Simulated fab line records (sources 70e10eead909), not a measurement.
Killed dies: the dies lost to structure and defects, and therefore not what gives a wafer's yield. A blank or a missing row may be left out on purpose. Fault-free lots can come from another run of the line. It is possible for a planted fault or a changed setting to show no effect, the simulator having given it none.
Matching of chambers	flow nand-harc	rie-diel-04 running NHARC_P_STI_ETCH_42: 4 sister chambers
The step etches the open film in N2/H2, target depth 80 nm, overetch 24 nm, time 61 s. 18 wafers are shown with their chamber, then 9 later ones without.

## WAFERS WITH THEIR CHAMBER
wafer	chamber	drypump-motor-current-A (A)	rf-vpp-V (V)	throttle-valve-pct (%)
L077.3	2	5.7	427.3	14.173
L077.4	0	5.2	431.4	14.161
L077.5	0	5.2	431.4	14.141
L079.2	0	5.2	432.0	14.179
L079.3	3	4.8	426.8	14.168
L079.6	3	4.8	428.8	14.176
L081.1	2	5.8	428.6	14.188
L081.4	3	4.9	427.3	14.182
L081.6	3	4.8	428.9	14.172
L082.2	2	5.8	428.1	14.175
L082.3	1	6.0	428.1	14.171
L082.4	0	5.2	429.3	14.174
L084.1	0	5.2	430.5	14.160
L084.2	3	4.8	428.7	14.189
L084.4	1	5.9	426.9	14.182
L087.1	3	4.8	428.7	14.180
L087.2	2	5.8	428.0	14.179
L087.3	1	5.9	429.6	14.159

SIGNATURES, as means of the wafers listed above
reading	chamber 0	chamber 1	chamber 2	chamber 3	scatter within a chamber
drypump-motor-current-A	5.200	5.933	5.775	4.817	0.0401
rf-vpp-V	430.920	428.200	428.000	428.200	0.966
throttle-valve-pct	14.16300	14.17067	14.17875	14.17783	0.0105
Rule: a wafer's distance from a chamber is the root of the sum, over the readings, of the square of ((its reading less the chamber's mean) divided by the reading's scatter). The wafer belongs to the nearest chamber; if the next one is less than 2 further off, it can't be placed. How the scatter is found: for the shown wafers, subtract from each reading the mean of its chamber, square and add these, divide the total by (wafers less chambers), then take the root.

## WAFERS MISSING THEIR CHAMBER
wafer	drypump-motor-current-A (A)	rf-vpp-V (V)	throttle-valve-pct (%)
L090.3	6.0	428.1	14.170
L090.4	5.9	427.2	14.176
L090.6	4.8	427.1	14.168
L092.3	5.8	428.2	14.169
L092.5	6.0	427.0	14.194
L092.6	5.1	431.5	14.164
L095.2	5.9	428.9	14.170
L095.4	5.8	428.7	14.183
L095.5	5.7	428.3	14.164

## EACH ONE'S CHAMBER
wafer	from the rows above	in truth
L090.3	1	1
L090.4	can't be placed: 1 or 2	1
L090.6	3	3
L092.3	2	2
L092.5	1	1
L092.6	0	0
L095.2	1	1
L095.4	2	2
L095.5	2	2
Correctly placed: 8 of 9. These rows do not allow placing 1 (true chamber among the candidates in 1). Number placed wrongly: 0.
